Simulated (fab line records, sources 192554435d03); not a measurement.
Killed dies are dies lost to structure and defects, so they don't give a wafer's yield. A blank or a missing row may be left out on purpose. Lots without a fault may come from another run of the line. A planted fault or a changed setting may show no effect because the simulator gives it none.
fab line records | flow n5_finfet
record lots=11 wafers=33 last_day=17
route steps=1938 shown BEOL_M6@1258 BEOL_M7@1285
lots that met no fault: from a run of the same line without faults
start_h: hours from the record's first day to the start of the lot's first wafer shown | wait_h: hours since the lot's step before | " the same as in the row above | L1.1+2: a row that stands for several wafers | - no value, or no start given | * or withheld: withheld | < > ~ a bound
route shown NAME@n: a module of which the file shows steps, and the number in the route of the first | usual: mean/standard deviation of fault-free wafers | same: alike in all rows | chamber/n: place in a boat | sites: the reading at each site | _std_site: their standard deviation | _edge_site: outer sites' mean less inner sites' | radius_mm: how far each site lies from the wafer's centre | mask NAME#n: copy n | behind: the tool/chamber that last shaped the wafer | hold: why the lot was held/for how many hours/how that ended | device: the transistor (n, p or np) that didn't switch | end of line: the same wafers' tests at the end of the route | a step without rows: its recipe alone | killed: dies lost to structure and defects at the first sort, not the wafer's yield | map: a wafer's dies, x killed, . not, _ none there
set.NAME: the setting as run; set.NAME@STEP: as run at that earlier step | model.NAME: the simulator's own value behind a step, which no gauge read
steps of the route over a sample of lots; a table a step, a row a wafer
services: from which hour (start_h, from the record's first day; less than 0 if before it) a tool's chamber was out of use, for how many hours, and why
## steps
# step N5_BEOL_M6_THK_MEAS_53
# recipe thk_meas_gauge=xrf reads=Cu_of_BEOL_M6_ECD_50
# usual M6_THK=81.4/2.7
# columns lot.wafer tool chamber start_h wait_h M6_THK[nm]
L613.1 film_metro-02 - 192.39 - 78.4
L613.2 " - " " 77.5
L613.3 " - " " 78.6
L614.1 film_metro-02 - 193.67 - 79.5
L614.2 " - " " 80.1
L614.4 " - " " 82.0
L615.2 film_metro-01 - 197.07 - 78.2
L615.3 " - " " 78.4
L615.5 " - " " 78.2
L617.1 film_metro-01 - 213.59 - 78.6
L617.4 " - " " 77.2
L617.6 " - " " 77.3
L619.3 film_metro-01 - 227.07 - 84.1
L619.4 " - " " 80.7
L619.5 " - " " 83.8
L620.1 film_metro-01 - 233.84 - 78.1
L620.2 " - " " 82.0
L620.6 " - " " 79.0
L626.1 film_metro-02 - 294.19 - 84.6
L626.4 " - " " 85.0
L626.5 " - " " 87.0
L628.3 film_metro-01 - 297.90 - 82.3
L628.5 " - " " 79.5
L628.6 " - " " 80.3
L630.2 film_metro-02 - 300.49 - 84.3
L630.4 " - " " 85.4
L630.6 " - " " 79.2
L632.1 film_metro-02 - 327.61 - 85.0
L632.2 " - " " 80.6
L632.6 " - " " 81.6
L635.1 film_metro-01 - 331.28 - 85.1
L635.2 " - " " 83.2
L635.3 " - " " 84.7
# step N5_BEOL_M7_STRIP_19
# recipe chemistry=O2 power_w=400 temp_c=40 pressure_mtorr=30 rf_frequency_hz=6e+07 bias_power_w=0 overash_fraction=0.2 o2_flow_sccm=225
# usual drypump_motor_current_A=5.51/0.25 oes_product_au=0.80/0.089 rf_vpp_V=3.7/0.59 showerhead_plenum_p_Torr=2.10/0.07 temp_c=40.00/0.11 throttle_valve_pct=16.64/0.24
# same bias_power_w=0
# columns lot.wafer tool chamber start_h wait_h drypump_motor_current_A oes_product_au rf_hours_counter_h rf_vpp_V showerhead_plenum_p_Torr temp_c throttle_valve_pct
L613.1 rie_diel-06 1 196.01 0.2 5.31 0.67 220 3.9 2.07 39.77 16.86
L613.2 " 3 " " 5.90 0.85 72 3.6 2.23 39.97 16.33
L613.3 " 2 " " 5.42 0.72 184 4.3 2.18 39.86 16.54
L614.1 rie_diel-06 3 196.05 0.2 5.87 0.85 72 4.3 2.23 40.12 16.34
L614.2 " 1 " " 5.29 0.68 220 4.0 2.07 39.89 16.88
L614.4 " 0 " " 5.81 0.69 233 3.0 2.06 40.08 16.81
L615.2 rie_diel-06 0 199.52 0.1 5.75 0.69 234 3.8 2.06 39.93 16.84
L615.3 " 3 " " 5.90 0.84 73 3.3 2.23 39.95 16.34
L615.5 " 3 " " 5.90 0.85 - 3.7 2.23 39.86 16.36
L617.1 rie_diel-06 2 217.87 0.2 5.41 0.72 191 3.7 2.17 40.00 16.56
L617.4 " 1 " " 5.32 0.67 227 2.9 2.07 39.91 16.89
L617.6 " 1 " " 5.28 0.67 - 3.7 2.07 40.02 16.88
L619.3 rie_diel-01 2 229.87 0.1 5.73 0.67 248 3.5 2.15 40.06 17.16
L619.4 " 1 " " 5.46 0.96 15 3.5 2.16 39.94 16.24
L619.5 " 0 " " 5.41 0.74 - 4.2 2.01 39.82 16.82
L620.1 rie_diel-06 3 236.03 0.1 5.89 0.84 84 3.2 2.22 39.97 16.38
L620.2 " 2 " " 5.40 0.71 197 3.9 2.17 40.13 16.55
L620.6 " 1 " " 5.30 0.68 - 3.2 2.07 40.17 16.86
L626.1 rie_diel-01 3 296.73 0.1 5.15 0.81 89 3.5 2.12 39.94 16.94
L626.4 " 2 " " 5.76 0.96 10 3.4 2.14 40.02 16.74
L626.5 " 1 " " 5.46 0.92 - 2.9 2.15 40.02 16.29
L628.3 rie_diel-01 0 300.56 0.1 5.42 0.73 189 3.4 2.00 39.87 16.85
L628.5 " 0 " " 5.43 0.73 - 3.3 2.00 39.98 16.84
L628.6 " 3 " " 5.15 0.81 - 3.5 2.12 40.06 16.94
L630.2 rie_diel-02 2 303.75 0.2 5.82 0.80 116 3.9 2.11 40.02 16.35
L630.4 " 1 " " 5.67 0.79 100 3.9 2.02 40.07 16.71
L630.6 " 2 " " 5.83 0.81 - 3.0 2.11 40.06 16.34
L632.1 rie_diel-01 2 330.67 0.1 5.74 0.92 21 4.2 2.14 39.95 16.76
L632.2 " 0 " " 5.43 0.73 198 2.3 2.00 40.10 16.87
L632.6 " 2 " " 5.72 0.92 - 3.6 2.14 40.02 16.75
L635.1 rie_diel-01 3 334.28 0.1 5.17 0.80 101 3.1 2.12 39.94 16.98
L635.2 " 0 " " 5.40 0.72 199 4.0 2.00 39.94 16.88
L635.3 " 1 " " 5.47 0.92 39 2.5 2.15 40.09 16.30
# step N5_BEOL_M7_COAT_71
# recipe resist=underlayer temp_c=205 time_s=60 spin_rpm=1500 resist_thk_nm=5
# usual dispense_pressure_kPa=51/3.6 spin_speed_rpm=1500.1/0.92
# columns lot.wafer tool chamber start_h wait_h dispense_pressure_kPa spin_speed_rpm
L613.1 litho_track-03 0 196.20 - 46 1500.8
L613.2 " 0 " " 47 1499.4
L613.3 " 0 " " 46 1500.3
L614.1 litho_track-04 0 196.20 - 55 1499.4
L614.2 " 0 " " 55 1500.0
L614.4 " 0 " " 55 1498.7
L615.2 litho_track-04 0 200.99 - 55 1501.5
L615.3 " 0 " " 55 1501.4
L615.5 " 0 " " 55 1500.0
L617.1 litho_track-04 0 219.51 - 55 1500.6
L617.4 " 0 " " 55 1500.1
L617.6 " 0 " " 55 1500.8
L619.3 litho_track-02 0 230.62 - 49 1499.3
L619.4 " 0 " " 49 1501.0
L619.5 " 0 " " 49 1501.1
L620.1 litho_track-03 0 237.09 - 46 1500.7
L620.2 " 0 " " 47 1498.6
L620.6 " 0 " " 46 1499.6
L626.1 litho_track-04 0 297.67 - 55 1634.6
L626.4 " 0 " " 55 1634.1
L626.5 " 0 " " 55 1632.9
L628.3 litho_track-04 0 301.86 - 55 1634.4
L628.5 " 0 " " 55 1634.1
L628.6 " 0 " " 55 1634.0
L630.2 litho_track-02 0 305.96 - 49 1500.3
L630.4 " 0 " " 49 1502.2
L630.6 " 0 " " 49 1501.1
L632.1 litho_track-02 0 332.72 - 49 1499.6
L632.2 " 0 " " 49 1498.6
L632.6 " 0 " " 49 1500.2
L635.1 litho_track-02 0 334.51 - 49 1501.2
L635.2 " 0 " " 49 1500.7
L635.3 " 0 " " 49 1498.9
# step N5_BEOL_M7_OVL_MEAS_29
# recipe points_per_wafer=522
# usual V6_OVL=0.3/0.88
# columns lot.wafer tool chamber start_h wait_h V6_OVL[nm]
L613.1 overlay-02 0 196.50 0.0 2.0
L613.2 " 0 " " 0.3
L613.3 " 0 " " 1.5
L614.1 overlay-01 0 196.54 0.0 0.0
L614.2 " 0 " " 2.1
L614.4 " 0 " " 1.8
L615.2 overlay-01 0 201.29 0.0 0.3
L615.3 " 0 " " -0.8
L615.5 " 0 " " -1.0
L617.1 overlay-02 0 219.85 0.0 2.0
L617.4 " 0 " " 0.8
L617.6 " 0 " " 0.4
L619.3 overlay-02 0 231.06 0.0 0.4
L619.4 " 0 " " 1.5
L619.5 " 0 " " 0.3
L620.1 overlay-01 0 237.39 0.0 0.2
L620.2 " 0 " " 1.1
L620.6 " 0 " " 1.5
L626.1 overlay-01 0 297.99 0.0 -1.2
L626.4 " 0 " " 0.1
L626.5 " 0 " " -0.6
L628.3 overlay-02 0 302.29 0.0 -0.6
L628.5 " 0 " " -1.1
L628.6 " 0 " " 0.3
L630.2 overlay-02 0 306.31 0.0 0.3
L630.4 " 0 " " 1.3
L630.6 " 0 " " 1.4
L632.1 overlay-01 0 333.01 0.0 0.6
L632.2 " 0 " " -0.4
L632.6 " 0 " " 0.0
L635.1 overlay-01 0 334.80 0.0 -0.9
L635.2 " 0 " " 0.4
L635.3 " 0 " " -1.4
## services
# columns tool chamber start_h hours kind
litho_track-02 - 217.56 - consumable_replace:filter
rie_diel-02 0 233.89 - clean
rie_diel-02 0 233.89 - consumable_replace:focus_ring
rie_diel-02 0 233.89 14.9 scheduled_down
rie_diel-02 0 233.89 14.9 vent_cycle
litho_track-02 - 235.32 - consumable_replace:filter
rie_diel-01 2 235.33 5.0 repair
rie_diel-01 2 242.52 - clean
rie_diel-01 2 242.52 - consumable_replace:focus_ring
rie_diel-01 2 242.52 17.4 scheduled_down
rie_diel-01 2 242.52 17.4 vent_cycle
rie_diel-02 1 243.32 8.0 repair
rie_diel-06 0 260.74 - clean
rie_diel-06 0 260.74 - consumable_replace:focus_ring
rie_diel-06 0 260.74 22.9 scheduled_down
rie_diel-06 0 260.74 22.9 vent_cycle
litho_track-03 - 311.60 - consumable_replace:filter
rie_diel-01 1 313.05 21.1 repair
## key
first_sign step=N5_BEOL_M7_COAT_71 reading=spin_speed_rpm direction=up sigmas=99+ usual=* struck=*
effect none on later readings
met_at N5_BEOL_M7_COAT_71
struck_lots L626,L628
not_acting_at N5_BEOL_M6_THK_MEAS_53,N5_BEOL_M7_STRIP_19,N5_BEOL_M7_OVL_MEAS_29
onset_between 219.51 297.67
fault kind=process_parameter_drift tool=litho_track-04 chamber=- onset_h=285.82 steps=N5_BEOL_M7_COAT_71 channel=spin_rpm offset=* shape=step end_h=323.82 acts_in=* stated=*
